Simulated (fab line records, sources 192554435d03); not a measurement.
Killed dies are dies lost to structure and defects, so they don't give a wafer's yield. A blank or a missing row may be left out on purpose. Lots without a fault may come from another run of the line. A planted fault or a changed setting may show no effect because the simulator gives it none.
Chamber matching | flow n5_finfet | N5_BEOL_M0_SAQP_ALD_48 on ald_sin-01: 4 sister chambers
The step deposits SiO2, target thk 20 nm, pulse time 1 s, co reactant pulse time 1 s. 18 wafers are shown with their chamber, then 9 later ones without.

WAFERS WITH THEIR CHAMBER
wafer  | chamber | heater_power_w (W) | precursor_pulse_height_rel
L077.2 | 3       | 81                 | 1.017
L077.4 | 0       | 85                 | 1.027
L077.5 | 2       | 79                 | 0.996
L084.1 | 3       | 79                 | 0.992
L084.2 | 2       | 80                 | 0.988
L084.4 | 0       | 85                 | 0.987
L085.2 | 2       | 78                 | 0.978
L085.4 | 3       | 81                 | 1.000
L085.6 | 1       | 73                 | 1.035
L095.2 | 0       | 85                 | 1.025
L095.5 | 3       | 83                 | 1.019
L095.6 | 2       | 79                 | 0.961
L090.1 | 0       | 86                 | 0.990
L090.3 | 3       | 82                 | 0.981
L090.6 | 1       | 72                 | 0.987
L087.1 | 3       | 82                 | 0.997
L087.2 | 1       | 74                 | 1.015
L087.3 | 0       | 86                 | 0.996

SIGNATURES (means of the wafers above)
reading                    | chamber 0 | chamber 1 | chamber 2 | chamber 3 | scatter within a chamber
heater_power_w             | 85.40     | 73.00     | 79.00     | 81.33     | 1.02
precursor_pulse_height_rel | 1.00500   | 1.01233   | 0.98075   | 1.00100   | 0.0178
Rule: a wafer's distance from a chamber is the root of the sum, over the readings, of the square of ((its reading less the chamber's mean) divided by the reading's scatter). The wafer belongs to the nearest chamber; if the next one is less than 2 further off, it can't be placed. The scatter: the root of (the sum of the squares of (reading less its chamber's mean) over the shown wafers, divided by (wafers less chambers)).

WAFERS WITHOUT THEIR CHAMBER
wafer  | heater_power_w (W) | precursor_pulse_height_rel
L093.2 | 80                 | 0.984
L093.3 | 73                 | 0.981
L093.6 | 85                 | 0.997
L096.1 | 87                 | 1.002
L096.4 | 80                 | 1.014
L096.5 | 79                 | 1.014
L097.1 | 86                 | 0.991
L097.3 | 81                 | 0.982
L097.6 | 79                 | 0.946

WHICH CHAMBER EACH WENT THROUGH
wafer  | from the rows above     | in truth
L093.2 | can't be placed: 2 or 3 | 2
L093.3 | 1                       | 1
L093.6 | 0                       | 0
L096.1 | 0                       | 0
L096.4 | can't be placed: 3 or 2 | 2
L096.5 | can't be placed: 2 or 3 | 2
L097.1 | 0                       | 0
L097.3 | can't be placed: 3 or 2 | 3
L097.6 | can't be placed: 2 or 3 | 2
Placed correctly: 4 of 9. Can't be placed from these rows: 5 (the true chamber is among the candidates in 5). Placed wrongly: 0.
